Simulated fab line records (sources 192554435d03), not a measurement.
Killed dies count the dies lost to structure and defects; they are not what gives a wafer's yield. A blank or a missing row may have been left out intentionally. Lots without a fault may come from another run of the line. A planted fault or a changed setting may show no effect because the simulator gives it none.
fab line records	flow n5-finfet	part 1 of 2: steps 1 to 18 of 27
[record] lots = 5	wafers = 15	last-day = 19
route steps=1938 shown BEOL_M1@793
lots that met no fault: from a run of the same line without faults
start-h: hours from the record's first day to the start of the lot's first wafer shown	wait-h: hours from the lot's prior step to this one	" unchanged from the row above	L1.1+2: a single row standing in for several wafers	- no value, or no start was given	* or withheld: withheld	< > ~ a bound
route shown NAME@n: NAME is a module with steps in the file, n the number in the route of the first one	usual: the fault-free wafers' mean and standard deviation	same: alike in all rows	chamber/n: place in a boat	sites: readings site by site	_std_site: their standard deviation	_edge_site: inner sites' mean taken away from outer sites' mean	radius-mm: how far each site lies from the wafer's centre	mask NAME#n: copy n	behind: the most recent tool/chamber to have shaped the wafer	hold: cause of the lot's hold/its duration in hours/its outcome	device: whichever transistor did not switch (one of n, p or np)	end of line: at the end of the route, the tests of the same wafers	a step without rows: its recipe alone	killed: count of dies lost to structure and defects at first sort (not the wafer's yield)	map: a wafer's dies, marking killed ones x, the rest . and places with no die _
set.NAME: the setting that was run; set.NAME@STEP: the one run at that earlier step	model.NAME: the simulator's own value behind a step, which no gauge read
lots seen at some steps along the route; tables by step, rows by wafer
services: the hour from which a tool's chamber was out of use, counted from the record's first day as start-h (under 0 if before that day), plus the number of hours and why
[[steps]]
[step N5_BEOL_M1_ETCHBACK_99]
[recipe] chemistry = CHF3	target = SiO2	target-depth-a = 50	time-s = 10.4	source-w = 215	bias-w = 47	Ar_flow_sccm = 200	CHF3_flow_sccm = 12	ion-energy-ev = 100	pressure-mtorr = 30
[usual] drypump-motor-current-A = 5.7/0.42	oes_f_703_au = 0.78/0.086	oes-product-au = 0.78/0.091	rf-vpp-V = 240.0/2.3	showerhead-plenum-p-Torr = 2.13/0.064	throttle-valve-pct = 17.13/0.18
lot.wafer	tool	chamber	start-h	wait-h	drypump-motor-current-A	oes_f_703_au	oes-product-au	rf-hours-counter-h	rf-vpp-V	showerhead-plenum-p-Torr	throttle-valve-pct
L078.2	rie-diel-02	0	148.65	6.9	4.8	0.70	0.68	246	239.6	2.20	17.36
L078.4	"	3	"	"	5.9	0.74	0.74	172	236.6	2.06	17.00
L078.6	"	1	"	"	5.6	0.77	0.75	-	237.4	2.06	17.26
L082.2	rie-diel-02	1	220.79	2.5	5.6	0.76	0.75	164	238.0	2.06	17.28
L082.5	"	0	"	"	4.8	0.99	1.00	-	241.9	2.20	16.90
L082.6	"	3	"	"	5.9	0.74	0.73	-	234.7	2.05	17.02
L086.2	rie-diel-05	2	240.96	0.9	6.2	0.93	0.94	17	240.9	2.11	17.01
L086.3	"	3	"	"	6.4	0.78	0.76	156	242.8	2.15	17.36
L086.5	"	3	"	"	6.4	0.77	0.76	-	242.5	2.15	17.37
L092.3	rie-diel-02	1	278.68	1.9	5.6	0.74	0.73	180	236.4	2.05	17.31
L092.4	"	3	"	"	5.9	0.73	0.71	199	236.1	2.05	17.05
L092.6	"	0	"	"	4.8	0.93	0.95	-	240.3	2.19	16.94
L096.4	rie-diel-05	1	310.53	0.2	5.3	0.82	0.85	69	240.7	2.19	16.85
L096.5	"	0	"	"	5.8	0.66	0.66	-	240.8	2.12	16.99
L096.6	"	3	"	"	6.4	0.75	0.74	-	242.3	2.14	17.42
[step N5_BEOL_M1_ETCH_70]
[recipe] chemistry = N2/H2	target = SOC	target-depth-a = 800	overetch-a = 160	mask-material = SiARC	temp-c = 40	time-s = 120	ion-energy-ev = 200	pressure-mtorr = 30	source-w = 840	bias-w = 150	n2-flow-sccm = 200	h2-flow-sccm = 200
[usual] drypump-motor-current-A = 5.7/0.42	h2-flow-sccm = 200.0/0.63	oes-product-au = 0.60/0.065	rf-vpp-V = 523.0/2.4	showerhead-plenum-p-Torr = 2.51/0.077	throttle-valve-pct = 17.90/0.17
lot.wafer	tool	chamber	start-h	wait-h	drypump-motor-current-A	h2-flow-sccm	oes-product-au	rf-hours-counter-h	rf-vpp-V	showerhead-plenum-p-Torr	throttle-valve-pct
L078.2	rie-diel-02	0	148.68	0.0	4.8	199.3	0.53	246	525.1	2.60	18.15
L078.4	"	3	"	"	5.9	199.4	0.56	172	522.5	2.44	17.85
L078.6	"	1	"	"	5.6	199.4	0.59	-	521.6	2.44	18.06
L082.2	rie-diel-02	1	220.83	0.0	5.6	199.6	0.58	164	521.7	2.43	18.07
L082.5	"	0	"	"	4.8	200.5	0.75	-	525.7	2.60	17.72
L082.6	"	3	"	"	5.9	199.7	0.55	-	522.1	2.43	17.88
L086.2	rie-diel-05	2	240.99	0.0	6.2	199.8	0.71	17	522.6	2.49	17.69
L086.3	"	3	"	"	6.4	200.1	0.59	156	525.1	2.53	18.06
L086.5	"	3	"	"	6.4	200.6	0.58	-	523.9	2.53	18.08
L092.3	rie-diel-02	1	278.72	0.0	5.6	199.6	0.56	180	520.7	2.43	18.12
L092.4	"	3	"	"	5.9	200.4	0.55	199	519.0	2.42	17.90
L092.6	"	0	"	"	4.8	200.7	0.71	-	525.3	2.59	17.74
L096.4	rie-diel-05	1	310.57	0.0	5.3	200.2	0.65	69	525.9	2.58	17.65
L096.5	"	0	"	"	5.9	199.8	0.52	-	521.4	2.50	17.77
L096.6	"	3	"	"	6.4	199.7	0.56	-	523.0	2.52	18.10
[step N5_BEOL_M1_STRIP_71]
[recipe] chemistry = N2/H2	temp-c = 40	n2-flow-sccm = 200	h2-flow-sccm = 200	rf-frequency-hz = 6e+07
lot.wafer	tool	chamber	start-h	wait-h
L078.2+4+6	rie-diel-02	0,3,1	148.76	0.0
L082.2+5+6	rie-diel-02	1,0,3	220.91	0.0
L086.2+3+5	rie-diel-05	2,3,3	241.07	0.0
L092.3+4+6	rie-diel-02	1,3,0	278.80	0.0
L096.4+5+6	rie-diel-05	1,0,3	310.65	0.0
[step N5_BEOL_M1_STRIP_78]
[recipe] chemistry = N2/H2	temp-c = 40	n2-flow-sccm = 200	h2-flow-sccm = 200	rf-frequency-hz = 6e+07
lot.wafer	tool	chamber	start-h	wait-h
L078.2+4+6	rie-diel-02	0,3,1	148.77	0.0
L082.2+5+6	rie-diel-02	1,0,3	220.92	0.0
L086.2+3+5	rie-diel-05	2,3,3	241.08	0.0
L092.3+4+6	rie-diel-02	1,3,0	278.81	0.0
L096.4+5+6	rie-diel-05	1,0,3	310.66	0.0
[step N5_BEOL_M1_VIA_ETCH_34]
[recipe] chemistry = C4F6/O2	target-depth-a = 678	mask-material = SOC	pressure-mtorr = 15	ion-energy-ev = 250	taper-deg = 4	time-s = 64.4	source-w = 350	bias-w = 170	Ar_flow_sccm = 300	C4F6_flow_sccm = 10	O2_flow_sccm = 10
[usual] drypump-motor-current-A = 5.7/0.42	oes_f_703_au = 0.78/0.086	oes-product-au = 0.78/0.09	rf-vpp-V = 664/5.7	showerhead-plenum-p-Torr = 2.81/0.082	throttle-valve-pct = 30.83/0.18
lot.wafer	tool	chamber	start-h	wait-h	drypump-motor-current-A	oes_f_703_au	oes-product-au	rf-hours-counter-h	rf-vpp-V	showerhead-plenum-p-Torr	throttle-valve-pct
L078.2	rie-diel-02	0	148.78	0.0	4.8	0.70	0.68	246	664	2.90	30.98
L078.4	"	3	"	"	5.9	0.75	0.74	172	651	2.72	30.63
L078.6	"	1	"	"	5.6	0.77	0.76	-	658	2.72	30.96
L082.2	rie-diel-02	1	220.93	0.0	5.6	0.75	0.75	164	657	2.72	30.97
L082.5	"	0	"	"	4.8	1.00	1.00	-	663	2.90	30.68
L082.6	"	3	"	"	5.9	0.75	0.73	-	653	2.72	30.64
L086.2	rie-diel-05	2	241.09	0.0	6.2	0.93	0.93	17	668	2.79	30.78
L086.3	"	3	"	"	6.3	0.77	0.76	156	670	2.84	31.11
L086.5	"	3	"	"	6.4	0.77	0.75	-	671	2.84	31.09
L092.3	rie-diel-02	1	278.82	0.0	5.6	0.74	0.73	180	657	2.71	30.96
L092.4	"	3	"	"	5.9	0.73	0.72	199	653	2.71	30.64
L092.6	"	0	"	"	4.8	0.93	0.94	-	665	2.89	30.67
L096.4	rie-diel-05	1	310.67	0.0	5.3	0.83	0.86	69	670	2.88	30.64
L096.5	"	0	"	"	5.8	0.67	0.67	-	664	2.80	30.63
L096.6	"	3	"	"	6.4	0.76	0.74	-	670	2.83	31.14
[step N5_BEOL_M1_STRIP_83]
[recipe] chemistry = C4F6/O2	resist = SiARC	rf-frequency-hz = 6e+07
lot.wafer	tool	chamber	start-h	wait-h
L078.2+4+6	rie-diel-02	0,3,1	148.83	0.0
L082.2+5+6	rie-diel-02	1,0,3	220.98	0.0
L086.2+3+5	rie-diel-05	2,3,3	241.14	0.0
L092.3+4+6	rie-diel-02	1,3,0	278.87	0.0
L096.4+5+6	rie-diel-05	1,0,3	310.72	0.0
[step N5_BEOL_M1_STRIP_36]
[recipe] chemistry = N2/H2	power-w = 450	temp-c = 40	pressure-mtorr = 20	rf-frequency-hz = 6e+07	overash-fraction = 0.3	bias-power-w = 7	h2-frac = 0.5	n2-flow-sccm = 200	h2-flow-sccm = 200
[usual] drypump-motor-current-A = 5.7/0.42	h2-flow-sccm = 200.0/0.69	oes-product-au = 0.78/0.091	rf-vpp-V = 59.2/1.6	showerhead-plenum-p-Torr = 2.51/0.077	throttle-valve-pct = 23.77/0.19
lot.wafer	tool	chamber	start-h	wait-h	drypump-motor-current-A	h2-flow-sccm	oes-product-au	rf-hours-counter-h	rf-vpp-V	showerhead-plenum-p-Torr	throttle-valve-pct
L078.2	rie-diel-02	0	148.84	0.0	4.8	199.3	0.68	247	59.5	2.60	23.99
L078.4	"	3	"	"	5.9	201.1	0.74	172	61.8	2.43	23.80
L078.6	"	1	"	"	5.6	200.4	0.75	-	58.8	2.43	23.98
L082.2	rie-diel-02	1	220.99	0.0	5.6	201.6	0.74	164	57.1	2.43	23.98
L082.5	"	0	"	"	4.8	200.0	0.97	-	60.3	2.60	23.63
L082.6	"	3	"	"	5.9	200.6	0.73	-	60.6	2.43	23.76
L086.2	rie-diel-05	2	241.15	0.0	6.2	201.3	0.93	17	59.1	2.49	23.49
L086.3	"	3	"	"	6.4	199.6	0.76	156	58.4	2.53	23.94
L086.5	"	3	"	"	6.4	199.1	0.77	-	57.6	2.53	23.92
L092.3	rie-diel-02	1	278.88	0.0	5.6	199.2	0.73	180	56.5	2.42	23.99
L092.4	"	3	"	"	5.9	199.6	0.72	199	59.2	2.42	23.77
L092.6	"	0	"	"	4.8	200.1	0.93	-	60.4	2.59	23.67
L096.4	rie-diel-05	1	310.73	0.0	5.4	200.5	0.86	69	59.3	2.58	23.58
L096.5	"	0	"	"	5.8	199.6	0.67	-	60.0	2.49	23.63
L096.6	"	3	"	"	6.4	198.8	0.74	-	61.0	2.52	23.96
[step N5_BEOL_M1_TRENCH_ETCH_37]
[recipe] chemistry = C4F6/O2	target-depth-a = 552.07	target = SiOC	time-s = 29	ion-energy-ev = 250	pressure-mtorr = 30	source-w = 355	bias-w = 185	Ar_flow_sccm = 300	C4F6_flow_sccm = 10	O2_flow_sccm = 10
[usual] drypump-motor-current-A = 5.7/0.42	oes_f_703_au = 0.78/0.086	oes-product-au = 0.78/0.091	rf-vpp-V = 664/5.7	showerhead-plenum-p-Torr = 2.81/0.082	throttle-valve-pct = 20.92/0.17
lot.wafer	tool	chamber	start-h	wait-h	drypump-motor-current-A	oes_f_703_au	oes-product-au	rf-hours-counter-h	rf-vpp-V	showerhead-plenum-p-Torr	throttle-valve-pct
L078.2	rie-diel-02	0	-	-	4.8	0.70	0.69	247	665	2.91	21.14
L078.4	"	3	"	"	5.9	0.75	0.74	172	652	2.73	20.76
L078.6	"	1	"	"	5.6	0.77	0.75	-	658	2.73	21.04
L082.2	rie-diel-02	1	-	-	5.6	0.76	0.74	164	657	2.72	21.05
L082.5	"	0	"	"	4.8	0.99	0.99	-	664	2.90	20.75
L082.6	"	3	"	"	5.9	0.74	0.73	-	654	2.72	20.78
L086.2	rie-diel-05	2	-	-	6.2	0.93	0.93	17	667	2.79	20.83
L086.3	"	3	"	"	6.4	0.77	0.76	156	670	2.84	21.17
L086.5	"	3	"	"	6.4	0.77	0.76	-	672	2.84	21.17
L092.3	rie-diel-02	1	-	-	5.6	0.74	0.73	180	658	2.72	21.08
L092.4	"	3	"	"	5.9	0.73	0.72	199	652	2.72	20.81
L092.6	"	0	"	"	4.8	0.93	0.94	-	664	2.90	20.79
L096.4	rie-diel-05	1	-	-	5.4	0.83	0.85	69	670	2.89	20.65
L096.5	"	0	"	"	5.8	0.67	0.67	-	664	2.81	20.73
L096.6	"	3	"	"	6.4	0.75	0.73	-	671	2.83	21.21
[step N5_BEOL_M1_ETCH_41]
[recipe] chemistry = CH3F/O2	target = SiCN	target-depth-a = 319	taper-deg = 2	time-s = 57.8	ion-energy-ev = 120	mask-material = TiN	pressure-mtorr = 30	source-w = 395	bias-w = 75	Ar_flow_sccm = 150	CH3F_flow_sccm = 30	O2_flow_sccm = 20
[usual] drypump-motor-current-A = 5.7/0.42	oes-product-au = 0.78/0.09	rf-vpp-V = 296.9/1.5	showerhead-plenum-p-Torr = 1.98/0.06	throttle-valve-pct = 16.38/0.18
lot.wafer	tool	chamber	start-h	wait-h	drypump-motor-current-A	oes-product-au	rf-hours-counter-h	rf-vpp-V	showerhead-plenum-p-Torr	throttle-valve-pct
L078.2	rie-diel-02	0	-	-	4.8	0.68	247	298.3	2.05	16.65
L078.4	"	3	"	"	5.9	0.73	172	295.2	1.91	16.26
L078.6	"	1	"	"	5.6	0.76	-	294.6	1.91	16.50
L082.2	rie-diel-02	1	-	-	5.6	0.74	164	295.5	1.91	16.53
L082.5	"	0	"	"	4.8	0.99	-	300.1	2.04	16.17
L082.6	"	3	"	"	5.9	0.73	-	296.4	1.91	16.29
L086.2	rie-diel-05	2	-	-	6.2	0.93	17	296.3	1.96	16.25
L086.3	"	3	"	"	6.4	0.75	156	297.3	2.00	16.61
L086.5	"	3	"	"	6.4	0.75	-	297.6	2.00	16.62
L092.3	rie-diel-02	1	-	-	5.6	0.74	180	296.0	1.91	16.56
L092.4	"	3	"	"	5.9	0.72	199	294.3	1.90	16.32
L092.6	"	0	"	"	4.8	0.94	-	297.1	2.04	16.19
L096.4	rie-diel-05	1	-	-	5.3	0.85	69	298.7	2.03	16.09
L096.5	"	0	"	"	5.8	0.66	-	296.9	1.97	16.26
L096.6	"	3	"	"	6.4	0.73	-	297.9	1.99	16.67
[step N5_BEOL_M1_STRIP_97]
[recipe] chemistry = N2/H2	time-s = 10	power-w = 450	temp-c = 40	pressure-mtorr = 20	rf-frequency-hz = 6e+07	bias-power-w = 7	n2-flow-sccm = 200	h2-flow-sccm = 200
[usual] drypump-motor-current-A = 5.7/0.43	h2-flow-sccm = 200.0/0.53	oes-product-au = 0.78/0.09	rf-vpp-V = 59.2/0.77	showerhead-plenum-p-Torr = 2.51/0.077	throttle-valve-pct = 23.77/0.19
lot.wafer	tool	chamber	start-h	wait-h	drypump-motor-current-A	h2-flow-sccm	oes-product-au	rf-hours-counter-h	rf-vpp-V	showerhead-plenum-p-Torr	throttle-valve-pct
L078.2	rie-diel-02	0	-	-	4.8	199.8	0.68	247	58.8	2.60	24.00
L078.4	"	3	"	"	5.9	200.2	0.74	172	59.6	2.43	23.75
L078.6	"	1	"	"	5.6	200.3	0.75	-	59.4	2.43	23.96
L082.2	rie-diel-02	1	-	-	5.6	199.6	0.74	164	59.5	2.43	23.99
L082.5	"	0	"	"	4.8	200.1	0.99	-	58.8	2.60	23.62
L082.6	"	3	"	"	5.9	200.7	0.72	-	59.7	2.43	23.77
L086.2	rie-diel-05	2	-	-	6.2	200.3	0.92	17	59.4	2.49	23.50
L086.3	"	3	"	"	6.3	200.0	0.75	156	58.8	2.53	23.94
L086.5	"	3	"	"	6.3	200.4	0.75	-	61.3	2.53	23.92
L092.3	rie-diel-02	1	-	-	5.6	199.9	0.74	180	58.3	2.42	23.99
L092.4	"	3	"	"	5.9	199.6	0.71	199	58.1	2.42	23.79
L092.6	"	0	"	"	4.8	200.3	0.94	-	59.6	2.59	23.67
L096.4	rie-diel-05	1	-	-	5.3	200.2	0.86	69	58.7	2.58	23.59
L096.5	"	0	"	"	5.8	199.3	0.68	-	59.6	2.49	23.62
L096.6	"	3	"	"	6.4	200.6	0.74	-	59.0	2.52	23.95
[step N5_BEOL_M1_OCD_MEAS_38]
[usual] trench-depth-nm = 55.2/0.88
lot.wafer	tool	chamber	start-h	wait-h	trench-depth-nm
L078.2	ocd-02	-	149.04	-	54.8
L078.4	"	-	"	"	56.0
L078.6	"	-	"	"	54.8
L082.2	ocd-02	-	221.19	-	54.0
L082.5	"	-	"	"	55.7
L082.6	"	-	"	"	55.4
L086.2	ocd-01	-	241.35	-	55.7
L086.3	"	-	"	"	55.0
L086.5	"	-	"	"	55.2
L092.3	ocd-02	-	279.08	-	55.2
L092.4	"	-	"	"	55.1
L092.6	"	-	"	"	56.5
L096.4	ocd-01	-	310.93	-	55.8
L096.5	"	-	"	"	53.4
L096.6	"	-	"	"	55.3
[step N5_BEOL_M1_HM_STRIP_39]
[recipe] chemistry = peroxide-tin-strip	material = TiN	target-depth-a = 250	temp-c = 50	time-s = 158
[usual] bath-heat-duty-pct = 7.2/0.99
lot.wafer	tool	chamber	start-h	wait-h	bath-heat-duty-pct
L078.2	wet-bench-06	5	149.07	0.0	8.0
L078.4	"	4	"	"	7.3
L078.6	"	7	"	"	7.1
L082.2	wet-bench-01	2	221.22	0.0	7.5
L082.5	"	3	"	"	9.8
L082.6	"	7	"	"	7.6
L086.2	wet-bench-06	1	241.38	0.0	6.6
L086.3	"	3	"	"	8.6
L086.5	"	7	"	"	7.8
L092.3	wet-bench-03	7	279.11	0.0	6.4
L092.4	"	0	"	"	4.9
L092.6	"	1	"	"	8.0
L096.4	wet-bench-01	2	310.96	0.0	6.4
L096.5	"	5	"	"	8.1
L096.6	"	6	"	"	7.6
[step N5_BEOL_M1_SRD_40]
[recipe] time-s = 30	temp-c = 23	rinse-liquid = diw	dry = ipa-marangoni
[usual] bath-heat-duty-pct = 3.7/0.56
lot.wafer	tool	chamber	start-h	wait-h	bath-heat-duty-pct
L078.2	wet-bench-06	5	149.12	0.0	4.1
L078.4	"	4	"	"	3.9
L078.6	"	7	"	"	4.0
L082.2	wet-bench-01	2	221.26	0.0	3.7
L082.5	"	3	"	"	4.4
L082.6	"	7	"	"	4.1
L086.2	wet-bench-06	1	241.43	0.0	3.1
L086.3	"	3	"	"	3.5
L086.5	"	7	"	"	3.8
L092.3	wet-bench-03	7	279.16	0.0	3.4
L092.4	"	0	"	"	2.6
L092.6	"	1	"	"	3.5
L096.4	wet-bench-01	2	311.00	0.0	3.7
L096.5	"	5	"	"	3.4
L096.6	"	6	"	"	3.6
[step N5_BEOL_M1_PRECLEAN_42]
[recipe] chemistry = residue-remover	time-s = 60	temp-c = 40
[usual] bath-heat-duty-pct = 4.6/0.75
lot.wafer	tool	chamber	start-h	wait-h	bath-heat-duty-pct
L078.2	wet-bench-06	5	149.14	0.0	5.3
L078.4	"	4	"	"	4.0
L078.6	"	7	"	"	5.1
L082.2	wet-bench-01	2	221.28	0.0	4.5
L082.5	"	3	"	"	6.3
L082.6	"	7	"	"	5.3
L086.2	wet-bench-06	1	241.45	0.0	4.5
L086.3	"	3	"	"	4.2
L086.5	"	7	"	"	4.9
L092.3	wet-bench-03	7	279.17	0.0	3.8
L092.4	"	0	"	"	3.7
L092.6	"	1	"	"	5.0
L096.4	wet-bench-01	2	311.02	0.0	5.0
L096.5	"	5	"	"	4.7
L096.6	"	6	"	"	4.3
[step N5_BEOL_M1_SRD_43]
[recipe] time-s = 30	temp-c = 23	rinse-liquid = diw	dry = ipa-marangoni
[usual] bath-heat-duty-pct = 3.7/0.57
lot.wafer	tool	chamber	start-h	wait-h	bath-heat-duty-pct
L078.2	wet-bench-06	5	149.15	0.0	4.2
L078.4	"	4	"	"	3.6
L078.6	"	7	"	"	4.1
L082.2	wet-bench-01	2	221.30	0.0	3.5
L082.5	"	3	"	"	5.1
L082.6	"	7	"	"	3.3
L086.2	wet-bench-06	1	241.46	0.0	3.9
L086.3	"	3	"	"	4.0
L086.5	"	7	"	"	4.1
L092.3	wet-bench-03	7	279.19	0.0	3.7
L092.4	"	0	"	"	2.8
L092.6	"	1	"	"	3.5
L096.4	wet-bench-01	2	311.04	0.0	4.4
L096.5	"	5	"	"	3.8
L096.6	"	6	"	"	4.4
[step N5_BEOL_M1_CD_MEAS_35]
[recipe] target-cd-nm = 18	target-cd-y-nm = 21	polarity = opening
[usual] cd-nm = 18.00/0.27
lot.wafer	tool	chamber	start-h	wait-h	cd-nm
L078.2	cd-sem-01	-	149.19	0.0	18.10
L078.4	"	-	"	"	17.77
L078.6	"	-	"	"	17.93
L082.2	cd-sem-01	-	221.34	0.0	18.54
L082.5	"	-	"	"	18.47
L082.6	"	-	"	"	18.24
L086.2	cd-sem-03	-	241.50	0.0	18.54
L086.3	"	-	"	"	17.72
L086.5	"	-	"	"	17.78
L092.3	cd-sem-02	-	279.23	0.0	17.78
L092.4	"	-	"	"	17.62
L092.6	"	-	"	"	17.87
L096.4	cd-sem-03	-	311.08	0.0	17.72
L096.5	"	-	"	"	17.78
L096.6	"	-	"	"	18.19
[step N5_BEOL_M1_DEGAS_44]
[recipe] ambient = vacuum	temp-c = 250	time-s = 60
[usual] heater-power-w = 333/37
lot.wafer	tool	chamber	start-h	wait-h	heater-power-w
L078.2	pvd-sputter-02	-	149.39	0.2	321
L078.4	"	-	"	"	359
L078.6	"	-	"	"	383
L082.2	pvd-sputter-01	-	221.91	0.6	410
L082.5	"	-	"	"	335
L082.6	"	-	"	"	348
L086.2	pvd-sputter-03	-	242.03	0.5	304
L086.3	"	-	"	"	286
L086.5	"	-	"	"	283
L092.3	pvd-sputter-01	-	279.74	0.5	351
L092.4	"	-	"	"	343
L092.6	"	-	"	"	403
L096.4	pvd-sputter-02	-	311.12	0.0	331
L096.5	"	-	"	"	326
L096.6	"	-	"	"	384
[step N5_BEOL_M1_PRE_CLEAN_45]
[recipe] gas = H2/He	time-s = 30	temp-c = 250
[usual] heater-power-w = 334/37
lot.wafer	tool	chamber	start-h	wait-h	heater-power-w
L078.2	pvd-sputter-02	-	149.43	0.0	322
L078.4	"	-	"	"	361
L078.6	"	-	"	"	374
L082.2	pvd-sputter-01	-	221.95	0.0	415
L082.5	"	-	"	"	337
L082.6	"	-	"	"	352
L086.2	pvd-sputter-03	-	242.07	0.0	309
L086.3	"	-	"	"	287
L086.5	"	-	"	"	278
L092.3	pvd-sputter-01	-	279.78	0.0	352
L092.4	"	-	"	"	353
L092.6	"	-	"	"	409
L096.4	pvd-sputter-02	-	311.16	0.0	319
L096.5	"	-	"	"	314
L096.6	"	-	"	"	371
